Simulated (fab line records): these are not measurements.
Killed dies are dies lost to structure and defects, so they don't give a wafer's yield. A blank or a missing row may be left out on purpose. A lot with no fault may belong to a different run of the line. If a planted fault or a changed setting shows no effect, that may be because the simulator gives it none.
Which of the tools did it? :: flow n5_finfet :: 24 lots, 72 wafers sampled, at 3 steps of a route of 1938

== WHAT THE GAUGES READ, wafer by wafer ==
N5_BEOL_M12_OVL_MEAS_11. Usual: for V11_OVL the level is -1 nm and the standard deviation is 6.6.
lot: L074
measured: day 10 07:22
on: overlay-01
V11_OVL (nm): -4 -2 0
flag: 

lot: L075
measured: day 10 13:52
on: overlay-02
V11_OVL (nm): -3 11 16
flag: 

lot: L076
measured: day 11 09:37
on: overlay-02
V11_OVL (nm): -2 -3 -8
flag: 

lot: L077
measured: day 11 13:28
on: overlay-01
V11_OVL (nm): 1 -2 -2
flag: 

lot: L078
measured: day 11 14:39
on: overlay-01
V11_OVL (nm): 1 7 1
flag: 

lot: L079
measured: day 12 01:44
on: overlay-01
V11_OVL (nm): 1 -2 -6
flag: 

lot: L080
measured: day 12 15:32
on: overlay-01
V11_OVL (nm): -15 -12 -12
flag: 

lot: L081
measured: day 12 18:47
on: overlay-02
V11_OVL (nm): -9 -1 -4
flag: 

lot: L082
measured: day 13 00:10
on: overlay-02
V11_OVL (nm): 3 -2 -7
flag: 

lot: L083
measured: day 13 01:44
on: overlay-02
V11_OVL (nm): -4 -1 -11
flag: 

lot: L084
measured: day 13 04:13
on: overlay-01
V11_OVL (nm): -13 -5 -7
flag: 

lot: L085
measured: day 13 04:53
on: overlay-02
V11_OVL (nm): 10 9 6
flag: 

lot: L086
measured: day 13 17:50
on: overlay-02
V11_OVL (nm): -6 -8 -10
flag: 

lot: L087
measured: day 13 23:54
on: overlay-02
V11_OVL (nm): 6 10 9
flag: 

lot: L088
measured: day 14 15:00
on: overlay-02
V11_OVL (nm): 6 -4 1
flag: 

lot: L089
measured: day 14 15:16
on: overlay-02
V11_OVL (nm): -13 -9 -14
flag: 

lot: L091
measured: day 14 22:42
on: overlay-01
V11_OVL (nm): -6 7 -4
flag: 

lot: L090
measured: day 15 02:01
on: overlay-02
V11_OVL (nm): -2 4 3
flag: 

lot: L092
measured: day 15 05:11
on: overlay-01
V11_OVL (nm): -6 -1 -2
flag: 

lot: L095
measured: day 15 18:41
on: overlay-02
V11_OVL (nm): -3 -2 -1
flag: 

lot: L094
measured: day 15 19:01
on: overlay-01
V11_OVL (nm): 8 5 8
flag: 

lot: L093
measured: day 15 19:56
on: overlay-01
V11_OVL (nm): 2 7 6
flag: 

lot: L097
measured: day 16 02:52
on: overlay-01
V11_OVL (nm): 3 0 -4
flag: 

lot: L096
measured: day 16 03:16
on: overlay-01
V11_OVL (nm): 5 0 6
flag: 

N5_BEOL_M12_INSPECT_30: inspects for defects (macro). Usual: raw_defect_count reads 1.8 (standard deviation 1.4).
lot: L074
measured: day 10 08:29
on: defect_inspect-02
raw_defect_count: 3 2 2
flag: 

lot: L075
measured: day 10 14:48
on: defect_inspect-01
raw_defect_count: 2 2 0
flag: 

lot: L076
measured: day 11 10:32
on: defect_inspect-01
raw_defect_count: 1 1 0
flag: 

lot: L077
measured: day 11 14:25
on: defect_inspect-01
raw_defect_count: 2 4 0
flag: 

lot: L078
measured: day 11 15:35
on: defect_inspect-01
raw_defect_count: 0 3 2
flag: 

lot: L079
measured: day 12 02:48
on: defect_inspect-01
raw_defect_count: 1 3 0
flag: 

lot: L080
measured: day 12 16:35
on: defect_inspect-01
raw_defect_count: 1 0 0
flag: 

lot: L081
measured: day 12 19:45
on: defect_inspect-02
raw_defect_count: 2 0 1
flag: 

lot: L082
measured: day 13 01:14
on: defect_inspect-02
raw_defect_count: 2 0 0
flag: 

lot: L083
measured: day 13 03:09
on: defect_inspect-02
raw_defect_count: 0 1 0
flag: 

lot: L084
measured: day 13 05:16
on: defect_inspect-02
raw_defect_count: 2 1 2
flag: 

lot: L085
measured: day 13 05:58
on: defect_inspect-02
raw_defect_count: 1 3 0
flag: 

lot: L086
measured: day 13 18:54
on: defect_inspect-01
raw_defect_count: 4 3 3
flag: 

lot: L087
measured: day 14 00:50
on: defect_inspect-02
raw_defect_count: 3 3 0
flag: 

lot: L088
measured: day 14 15:59
on: defect_inspect-02
raw_defect_count: 5 1 3
flag: 

lot: L089
measured: day 14 16:16
on: defect_inspect-02
raw_defect_count: 1 2 1
flag: 

lot: L091
measured: day 14 23:46
on: defect_inspect-02
raw_defect_count: 5 3 2
flag: 

lot: L090
measured: day 15 03:05
on: defect_inspect-01
raw_defect_count: 2 1 1
flag: 

lot: L092
measured: day 15 06:23
on: defect_inspect-02
raw_defect_count: 2 0 2
flag: 

lot: L095
measured: day 15 19:37
on: defect_inspect-01
raw_defect_count: 4 1 1
flag: 

lot: L094
measured: day 15 20:22
on: defect_inspect-02
raw_defect_count: 3 5 0
flag: 

lot: L093
measured: day 15 20:54
on: defect_inspect-01
raw_defect_count: 2 0 3
flag: 

lot: L097
measured: day 16 03:48
on: defect_inspect-01
raw_defect_count: 3 3 4
flag: 

lot: L096
measured: day 16 04:30
on: defect_inspect-01
raw_defect_count: 3 1 1
flag: 

== TOOL THAT RAN EACH LOT (tool first, then ch and the chambers of the sampled wafers, then the start) ==
lot: L074
N5_BEOL_M12_STRIP_64: plasma_asher-01 ch 0, day 10 07:50

lot: L075
N5_BEOL_M12_STRIP_64: plasma_asher-01 ch 0,1, day 10 14:16

lot: L076
N5_BEOL_M12_STRIP_64: plasma_asher-01 ch 0,1, day 11 10:01

lot: L077
N5_BEOL_M12_STRIP_64: plasma_asher-02 ch 0,1, day 11 13:53

lot: L078
N5_BEOL_M12_STRIP_64: plasma_asher-01 ch 0,1, day 11 15:04

lot: L079
N5_BEOL_M12_STRIP_64: plasma_asher-01 ch 0,1, day 12 02:10

lot: L080
N5_BEOL_M12_STRIP_64: plasma_asher-01 ch 0,1, day 12 15:56

lot: L081
N5_BEOL_M12_STRIP_64: plasma_asher-02 ch 0,1, day 12 19:13

lot: L082
N5_BEOL_M12_STRIP_64: plasma_asher-02 ch 1, day 13 00:35

lot: L083
N5_BEOL_M12_STRIP_64: plasma_asher-02 ch 0,1, day 13 02:30

lot: L084
N5_BEOL_M12_STRIP_64: plasma_asher-01 ch 0,1, day 13 04:38

lot: L085
N5_BEOL_M12_STRIP_64: plasma_asher-02 ch 0,1, day 13 05:19

lot: L086
N5_BEOL_M12_STRIP_64: plasma_asher-02 ch 1, day 13 18:15

lot: L087
N5_BEOL_M12_STRIP_64: plasma_asher-02 ch 0,1, day 14 00:19

lot: L088
N5_BEOL_M12_STRIP_64: plasma_asher-02 ch 0,1, day 14 15:26

lot: L089
N5_BEOL_M12_STRIP_64: plasma_asher-01 ch 0,1, day 14 15:41

lot: L091
N5_BEOL_M12_STRIP_64: plasma_asher-01 ch 0,1, day 14 23:07

lot: L090
N5_BEOL_M12_STRIP_64: plasma_asher-02 ch 0,1, day 15 02:26

lot: L092
N5_BEOL_M12_STRIP_64: plasma_asher-02 ch 0,1, day 15 05:44

lot: L095
N5_BEOL_M12_STRIP_64: plasma_asher-02 ch 0,1, day 15 19:05

lot: L094
N5_BEOL_M12_STRIP_64: plasma_asher-01 ch 0,1, day 15 19:43

lot: L093
N5_BEOL_M12_STRIP_64: plasma_asher-01 ch 0,1, day 15 20:20

lot: L097
N5_BEOL_M12_STRIP_64: plasma_asher-01 ch 0,1, day 16 03:17

lot: L096
N5_BEOL_M12_STRIP_64: plasma_asher-01 ch 0,1, day 16 03:51
- N5_BEOL_M12_STRIP_64: strips in N2/H2.

== WHAT THE TOOLS THEMSELVES READ (means of the sampled wafers that have a number; where no wafer has one, the mark that the record gives instead) ==
N5_BEOL_M12_STRIP_64. Usual: drypump_motor_current_A 5.5 A, standard deviation 0.49; h2_flow_sccm 3251 sccm, standard deviation 9.2; heater_power_w 307 W, standard deviation 11; oes_product_au 0.715 a.u., standard deviation 0.0046; strip_time_to_endpoint_s 31.29 s, standard deviation 0.064.
lot: L074
tool: plasma_asher-01
drypump_motor_current_A (A): 5.2
h2_flow_sccm (sccm): 3251
heater_power_w (W): 316
oes_product_au (a.u.): 0.714
strip_time_to_endpoint_s (s): 31.31
flag: 

lot: L075
tool: plasma_asher-01
drypump_motor_current_A (A): 5.3
h2_flow_sccm (sccm): 3257
heater_power_w (W): 300
oes_product_au (a.u.): 0.720
strip_time_to_endpoint_s (s): 31.31
flag: 

lot: L076
tool: plasma_asher-01
drypump_motor_current_A (A): 5.3
h2_flow_sccm (sccm): 3251
heater_power_w (W): 306
oes_product_au (a.u.): 0.712
strip_time_to_endpoint_s (s): 31.30
flag: 

lot: L077
tool: plasma_asher-02
drypump_motor_current_A (A): 5.9
h2_flow_sccm (sccm): 3252
heater_power_w (W): 315
oes_product_au (a.u.): 0.718
strip_time_to_endpoint_s (s): 31.33
flag: 

lot: L078
tool: plasma_asher-01
drypump_motor_current_A (A): 5.3
h2_flow_sccm (sccm): 3246
heater_power_w (W): 302
oes_product_au (a.u.): 0.714
strip_time_to_endpoint_s (s): 31.38
flag: 

lot: L079
tool: plasma_asher-01
drypump_motor_current_A (A): 5.3
h2_flow_sccm (sccm): 3258
heater_power_w (W): 307
oes_product_au (a.u.): 0.710
strip_time_to_endpoint_s (s): 31.27
flag: 

lot: L080
tool: plasma_asher-01
drypump_motor_current_A (A): 5.3
h2_flow_sccm (sccm): 3254
heater_power_w (W): 306
oes_product_au (a.u.): 0.715
strip_time_to_endpoint_s (s): 31.35
flag: 

lot: L081
tool: plasma_asher-02
drypump_motor_current_A (A): 5.9
h2_flow_sccm (sccm): 3247
heater_power_w (W): 307
oes_product_au (a.u.): 0.716
strip_time_to_endpoint_s (s): 31.25
flag: 

lot: L082
tool: plasma_asher-02
drypump_motor_current_A (A): 6.3
h2_flow_sccm (sccm): 3256
heater_power_w (W): 310
oes_product_au (a.u.): 0.717
strip_time_to_endpoint_s (s): 31.36
flag: 

lot: L083
tool: plasma_asher-02
drypump_motor_current_A (A): 5.9
h2_flow_sccm (sccm): 3246
heater_power_w (W): 312
oes_product_au (a.u.): 0.712
strip_time_to_endpoint_s (s): 31.34
flag: 

lot: L084
tool: plasma_asher-01
drypump_motor_current_A (A): 5.3
h2_flow_sccm (sccm): 3237
heater_power_w (W): 301
oes_product_au (a.u.): 0.715
strip_time_to_endpoint_s (s): 31.29
flag: 

lot: L085
tool: plasma_asher-02
drypump_motor_current_A (A): 5.9
h2_flow_sccm (sccm): 3253
heater_power_w (W): 308
oes_product_au (a.u.): 0.715
strip_time_to_endpoint_s (s): 31.21
flag: 

lot: L086
tool: plasma_asher-02
drypump_motor_current_A (A): 6.3
h2_flow_sccm (sccm): 3252
heater_power_w (W): 307
oes_product_au (a.u.): 0.716
strip_time_to_endpoint_s (s): 31.22
flag: 

lot: L087
tool: plasma_asher-02
drypump_motor_current_A (A): 5.9
h2_flow_sccm (sccm): 3243
heater_power_w (W): 315
oes_product_au (a.u.): 0.716
strip_time_to_endpoint_s (s): 31.30
flag: 

lot: L088
tool: plasma_asher-02
drypump_motor_current_A (A): 5.4
h2_flow_sccm (sccm): 3250
heater_power_w (W): 310
oes_product_au (a.u.): 0.716
strip_time_to_endpoint_s (s): 31.37
flag: 

lot: L089
tool: plasma_asher-01
drypump_motor_current_A (A): 5.3
h2_flow_sccm (sccm): 3254
heater_power_w (W): 299
oes_product_au (a.u.): 0.715
strip_time_to_endpoint_s (s): 31.34
flag: 

lot: L091
tool: plasma_asher-01
drypump_motor_current_A (A): 5.3
h2_flow_sccm (sccm): 3253
heater_power_w (W): 306
oes_product_au (a.u.): 0.718
strip_time_to_endpoint_s (s): 31.14
flag: 

lot: L090
tool: plasma_asher-02
drypump_motor_current_A (A): 5.4
h2_flow_sccm (sccm): 3252
heater_power_w (W): 311
oes_product_au (a.u.): 0.719
strip_time_to_endpoint_s (s): 31.34
flag: 

lot: L092
tool: plasma_asher-02
drypump_motor_current_A (A): 5.9
h2_flow_sccm (sccm): 3252
heater_power_w (W): 312
oes_product_au (a.u.): 0.714
strip_time_to_endpoint_s (s): 31.28
flag: 

lot: L095
tool: plasma_asher-02
drypump_motor_current_A (A): 5.9
h2_flow_sccm (sccm): 3249
heater_power_w (W): 307
oes_product_au (a.u.): 0.710
strip_time_to_endpoint_s (s): 31.29
flag: 

lot: L094
tool: plasma_asher-01
drypump_motor_current_A (A): 5.3
h2_flow_sccm (sccm): 3243
heater_power_w (W): 309
oes_product_au (a.u.): 0.714
strip_time_to_endpoint_s (s): 31.30
flag: 

lot: L093
tool: plasma_asher-01
drypump_motor_current_A (A): 5.3
h2_flow_sccm (sccm): 3247
heater_power_w (W): 305
oes_product_au (a.u.): 0.710
strip_time_to_endpoint_s (s): 31.33
flag: 

lot: L097
tool: plasma_asher-01
drypump_motor_current_A (A): 5.3
h2_flow_sccm (sccm): 3254
heater_power_w (W): 298
oes_product_au (a.u.): 0.717
strip_time_to_endpoint_s (s): 31.28
flag: 

lot: L096
tool: plasma_asher-01
drypump_motor_current_A (A): 5.3
h2_flow_sccm (sccm): 3249
heater_power_w (W): 312
oes_product_au (a.u.): 0.712
strip_time_to_endpoint_s (s): 31.29
flag: 

== THE ANSWER, worked out from the rows above alone ==
Rule: take the mean of a lot's wafers that have a number; if it is more than 3 standard deviations from the usual mean, the lot is off. A lot without any number at a reading at which 4 lots or more have one is off too. The other lots that the step has rows for count as sound. Order of review: gauges by route order, followed by the tools' own readings, for which a lot's mean as printed above is used. The first step at which some lot is off is used, and at that step the reading that is off furthest; a lot without a number counts as furthest.
No lot is off at any reading shown: from this, nothing can be told.

== WHAT THE SIMULATOR HAD PUT IN ==
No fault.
